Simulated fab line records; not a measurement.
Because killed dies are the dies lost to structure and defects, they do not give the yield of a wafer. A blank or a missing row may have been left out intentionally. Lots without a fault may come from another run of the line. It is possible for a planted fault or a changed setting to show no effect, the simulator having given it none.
Which of the tools did it? | flow n5 finfet | 12 lots with 36 wafers sampled at 3 steps, on a route of 1938 steps

## WHAT THE GAUGES READ, wafer by wafer
N5_BEOL_M6_THK_MEAS_01.
lot  | measured     | on            | M6_ILD_THK (nm)
L075 | day 9 07:28  | film metro-02 | 156.5 155.7 157.0
L078 | day 11 07:07 | film metro-01 | 153.1 154.4 156.2
L083 | day 11 14:52 | film metro-01 | 154.5 155.8 157.5
L080 | day 12 00:14 | film metro-01 | 151.9 155.6 155.0
L082 | day 12 10:43 | film metro-01 | 156.6 152.9 155.4
L085 | day 13 02:25 | film metro-01 | 158.5 158.6 157.6
L087 | day 13 08:09 | film metro-02 | 158.3 158.1 161.2
L091 | day 13 23:16 | film metro-02 | 152.9 152.4 156.0
L093 | day 14 20:15 | film metro-01 | 154.0 155.4 159.2
L092 | day 15 01:52 | film metro-01 | 154.3 156.9 159.7
L095 | day 15 10:56 | film metro-02 | 156.0 157.9 156.8
L097 | day 16 04:13 | film metro-01 | 158.1 156.3 158.2

## WHICH TOOL RAN EACH LOT (tool, then ch and the chambers of the sampled wafers, then the start)
lot  | N5_BEOL_M5_ANNEAL_51             | N5_BEOL_M5_DEP_56
L075 | rtp anneal-01 ch 0, day 9 06:03  | pecvd-03 ch 0,1, day 9 06:45
L078 | rtp anneal-01 ch 0, day 11 05:40 | pecvd-03 ch 0,2, day 11 06:24
L083 | rtp anneal-02 ch 0, day 11 13:22 | pecvd-03 ch 1,2, day 11 14:10
L080 | rtp anneal-02 ch 0, day 11 22:42 | pecvd-04 ch 0,1, day 11 23:30
L082 | rtp anneal-01 ch 0, day 12 09:11 | pecvd-03 ch 1,2, day 12 09:59
L085 | rtp anneal-01 ch 0, day 13 00:54 | pecvd-03 ch 0,2, day 13 01:41
L087 | rtp anneal-01 ch 0, day 13 06:47 | pecvd-04 ch 0,1,2, day 13 07:28
L091 | rtp anneal-02 ch 0, day 13 21:40 | pecvd-02 ch 1,2, day 13 22:32
L093 | rtp anneal-01 ch 0, day 14 18:31 | pecvd-04 ch 0,2, day 14 19:22
L092 | rtp anneal-01 ch 0, day 14 23:49 | pecvd-02 ch 0,1,2, day 15 00:34
L095 | rtp anneal-02 ch 0, day 15 09:23 | pecvd-02 ch 0,2, day 15 10:13
L097 | rtp anneal-01 ch 0, day 16 02:44 | pecvd-02 ch 0,1,2, day 16 03:31
- N5_BEOL_M5_ANNEAL_51: time 90 s.
- N5_BEOL_M5_DEP_56: deposits SiCN from 3MS/NH3, target thk 8 nm, time 14 s.

## THE ANSWER, worked out from the rows above alone
Rule: the usual values come from the lots themselves. The widest of any qualifying gaps counts: lots, ordered by their means at a reading, are off when they make up no more than a third of the lots, leave a main group of 4 or more, and stand apart from it by 3 or more times the standard deviation of that group's means. If all means in a main group match to the digits the tables above print for the reading, that group is not used. A lot without any number at a reading at which 4 lots or more have one is off too. All remaining lots with rows at the step are treated as sound.
No lot is off at any reading shown: from this, nothing can be told.

## WHAT THE SIMULATOR PUT IN
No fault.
